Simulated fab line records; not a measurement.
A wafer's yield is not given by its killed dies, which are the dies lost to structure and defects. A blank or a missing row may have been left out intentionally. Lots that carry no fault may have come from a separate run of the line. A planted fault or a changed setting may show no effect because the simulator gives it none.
Chamber matching	flow nand-harc	NHARC_A_CHANNEL_FILL_D2_ALD_25 on ald-hk-01 has 4 sister chambers
The step deposits SiOx, target thk 60 nm, pulse time 10 s, ald cycles 600. 14 wafers are shown with their chamber, then 7 later ones without.

WAFERS WITH THEIR CHAMBER
wafer	chamber	heater-power-w (W)	susceptor-temp-C (C)	precursor-pulse-height-rel
L083.2	1	452	299.84	1.030
L083.4	2	442	299.81	0.981
L083.6	3	470	300.44	0.962
L085.2	1	460	299.96	0.994
L085.3	0	382	300.04	1.019
L085.1	3	475	300.25	1.005
L086.3	2	463	299.82	0.992
L086.5	1	462	299.96	0.998
L086.6	0	395	300.13	1.011
L087.1	3	468	299.87	1.009
L087.2	0	386	299.94	0.959
L087.6	2	444	300.19	1.018
L089.1	3	463	299.73	0.980
L089.3	2	452	299.95	0.998

SIGNATURES (averages over the wafers above)
reading	chamber 0	chamber 1	chamber 2	chamber 3	scatter within a chamber
heater-power-w	387.67	458.00	450.25	469.00	7.01
susceptor-temp-C	300.0367	299.9200	299.9425	300.0725	0.211
precursor-pulse-height-rel	0.99633	1.00733	0.99725	0.98900	0.0226
Rule: for a wafer and a chamber, the distance is found by dividing, reading by reading, the gap between the wafer's reading and the chamber's mean by the reading's scatter, squaring, summing and taking the root. The wafer belongs to the nearest chamber; if the next one is less than 2 further off, it can't be placed. The scatter: the root of (the sum of the squares of (reading less its chamber's mean) over the shown wafers, divided by (wafers less chambers)).

WAFERS WITH NO CHAMBER GIVEN
wafer	heater-power-w (W)	susceptor-temp-C (C)	precursor-pulse-height-rel
L089.6	386	299.93	1.011
L091.3	463	300.10	0.989
L091.4	441	300.09	1.017
L091.6	451	300.23	0.960
L093.1	386	299.91	1.011
L093.2	452	300.06	0.983
L093.3	457	300.03	0.975

THE CHAMBER EACH PASSED THROUGH
wafer	from the rows above	in truth
L089.6	0	0
L091.3	can't be placed: 3 or 1 or 2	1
L091.4	can't be placed: 2 or 1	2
L091.6	can't be placed: 2 or 1 or 3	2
L093.1	0	0
L093.2	can't be placed: 2 or 1 or 3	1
L093.3	can't be placed: 2 or 1 or 3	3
Placed correctly: 2 of 7. Can't be placed from these rows: 5 (the true chamber is among the candidates in 5). Wrongly placed: 0.
